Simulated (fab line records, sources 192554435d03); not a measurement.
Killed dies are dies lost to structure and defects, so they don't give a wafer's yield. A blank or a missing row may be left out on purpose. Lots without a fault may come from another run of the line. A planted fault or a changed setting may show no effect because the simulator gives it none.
A struck lot beside a sound one | flow n5_finfet | 39 steps out of a route of 1938
Sound: wafers L898.1, L898.4, L898.5. Struck: wafers L890.2, L890.4, L890.6. The cause comes at the end.
At each step with rows: each side's tool, then ch and its chambers, then its first start. Under that, the readings that differ: sound wafers | struck wafers | difference of the means | sigmas: that difference in standard deviations of wafers without a fault.
alike: readings whose means differ by less than 2 such deviations, and words and numbers that are the same on both sides. not compared: withheld readings, readings that some wafer has no value for, bounds like >300 that may hide the same value, and numbers for which the record gives no deviation and whose values overlap.
The two part at a step that has a row with sigmas, a row that says differs or no value, or rows on one side only. Numbers that don't overlap but have no deviation are shown without sigmas and don't part them. A reading that every wafer of one side lacks parts them only if that side has two wafers or more.

first, 9 steps without rows for these wafers: N5_BEOL_M4_ANNEAL_95 (time 240 s); N5_BEOL_M4_SPUTTER_96 (material Cu, target thk 4.5 nm, time 8.29 s); N5_BEOL_M4_ECD_50 (material Cu, target thk 300 nm); N5_BEOL_M4_ANNEAL_51 (time 90 s); N5_BEOL_M4_CMP_52 (polishes, stops on SiOC, t overpolish 6.8 s, target thk 40 nm); N5_BEOL_M4_PRE_CLEAN_60 (time 15 s); N5_BEOL_M4_CO_CAP_55 (material Co, precursor CCTBA/H2, target thk 2 nm, time 102.1 s); N5_BEOL_M4_PRE_CLEAN_56 (time 15 s); N5_BEOL_M4_DEP_57 (deposits SiCN from 3MS/NH3, target thk 8 nm, time 14 s).
N5_BEOL_M4_RC_MEAS_101:
  sound on prober-02 ch 0, day 14 10:52; struck on prober-01 ch 0, day 12 14:52
  alike: DIBL_N, DIBL_P, IOFF_N, IOFF_P, ION_N, ION_P, SS_N, SS_P, VT_N, VT_P
then, 24 steps without rows for these wafers: N5_BEOL_M5_ILD_DEP_00 (deposits SiCOH lowk from DEMS/porogen, target thk 140.64 nm, time 25.9 s); N5_BEOL_M5_CURE_79 (cures SiCOH lowk, time 240 s); N5_BEOL_M5_PECVD_70 (deposits SiO2 from TEOS/O2, target thk 16 nm, time 18 s); N5_BEOL_M5_HM_DEP_02 (deposits TiN, target thk 20 nm); N5_BEOL_M5_COAT_59 (time 60 s, resist thk 60 nm); N5_BEOL_M5_COAT_60 (time 60 s, resist thk 12 nm); N5_BEOL_M5_COAT_71 (time 60 s, resist thk 5 nm); N5_BEOL_M5_COAT_05 (resist thk 30 nm); N5_BEOL_M5_EBR_07; N5_BEOL_M5_SOFTBAKE_06 (time 60 s); N5_BEOL_M5_EXPOSE_08 (exposes mask M5, target cd 28 nm); N5_BEOL_M5_PEB_09 (peb time 60 s); N5_BEOL_M5_DEVELOP_10 (develop time 30 s); N5_BEOL_M5_DESCUM_16 (chemistry O2, time 7 s); N5_BEOL_M5_ETCH_72 (etches underlayer in N2/H2, target depth 6.5 nm, time 5.2 s); N5_BEOL_M5_ETCH_61 (etches SiARC in CF4, target depth 15.6 nm, time 26 s); N5_BEOL_M5_ETCH_62 (etches SOC in N2/H2, target depth 75 nm, overetch 15 nm, time 112.5 s); N5_BEOL_M5_STRIP_63 (strips in N2/H2); N5_BEOL_M5_STRIP_73 (strips in N2/H2); N5_BEOL_M5_STRIP_64 (strips in CF4); N5_BEOL_M5_HM_OPEN_17 (chemistry Cl2/BCl3, target TiN, target depth 20 nm, overetch 6 nm); N5_BEOL_M5_STRIP_19 (strips in O2); N5_BEOL_M5_COAT_65 (time 60 s, resist thk 60 nm); N5_BEOL_M5_COAT_66 (time 60 s, resist thk 12 nm).
N5_BEOL_M6_CMP_52: polishes, stops on SiCOH lowk, t overpolish 6.9 s, target thk 80 nm.
  sound on cmp-04 ch 0,1,3, day 15 06:55; struck on cmp-02 ch 0,2,3, day 13 14:41
  no value came back on the struck wafers for any of 6 readings (barrier_field_endpoint_s (s), clearing_platen_down_force_psi (psi) and others); on the sound wafers barrier_field_endpoint_s (s) reads 28.8 29.6 30.3
  reading                                    | sound          | struck            | difference | sigmas
  model.Cu_of_BEOL_M6_ECD_50.thk_nm (nm)     | 80.2 77.8 79.8 | 301.4 298.6 302.8 | +221.7     |
  model.SiO2_of_BEOL_M6_PECVD_70.thk_nm (nm) | 0 0 0          | 19.6 20 20        | +19.9      |
  not compared: pad_life_wafers
N5_BEOL_M6_THK_MEAS_53: measures by xrf.
  sound on film_metro-01, day 15 07:12; struck on film_metro-01, day 13 14:55
  reading     | sound          | struck            | difference | sigmas
  M6_THK (nm) | 79.7 77.2 78.9 | 300.2 298.0 302.0 | +221.5     | +99 or more
N5_BEOL_M6_RS_MEAS_57: measures by four-point-probe.
  sound on film_metro-01, day 15 07:20; struck on film_metro-02, day 13 15:02
  reading        | sound             | struck            | difference | sigmas
  M6_RS (ohm/sq) | 0.286 0.297 0.288 | 0.064 0.065 0.064 | -0.226     | -25
N5_BEOL_M6_INSPECT_58: inspects for defects (darkfield).
  sound on defect_inspect-02, day 15 07:22; struck on defect_inspect-02, day 13 15:04
  reading          | sound    | struck         | difference | sigmas
  raw_defect_count | 92 93 67 | 1443 1479 1525 | +1398      | +67
-- the record jumps here: 4 days lie between the struck wafers' starts before and after (it left off in module BEOL_M6 and takes up again in module PASSIVATION, whose first step shown is number 1936 of the route) --
N5_PASSIVATION_PROBE_49:
  sound on prober-02, day 18 15:34; struck on prober-02, day 17 12:37
  reading                  | sound          | struck         | difference | sigmas
  defect_limited_yield (%) | 89.0 90.3 90.7 | 0 0 0          | -90        | -69
  killed_at_M4_up          | 28 17 8        | 1101 1081 1081 | +1070      | +99 or more
  killed_dies              | 130 115 110    | 1180 1180 1180 | +1062      | +71
  killed_on_rim            | 23 19 15       | 152 152 152    | +133       | +34
  sort_n_pass              | 1050 1065 1070 | 0 0 0          | -1062      | -71
  sort_yield_pct (%)       | 89.0 90.3 90.7 | 0 0 0          | -90        | -69
  alike: killed_at_M0_to_M3, killed_at_contacts, killed_at_front_end, killed_at_other, killed_open, killed_short, sort_bin_5_function, sort_bin_6_memory

WHERE THEY PART
First at N5_BEOL_M6_CMP_52; last, within this record, at N5_PASSIVATION_PROBE_49.

WHY: what the simulator had put in
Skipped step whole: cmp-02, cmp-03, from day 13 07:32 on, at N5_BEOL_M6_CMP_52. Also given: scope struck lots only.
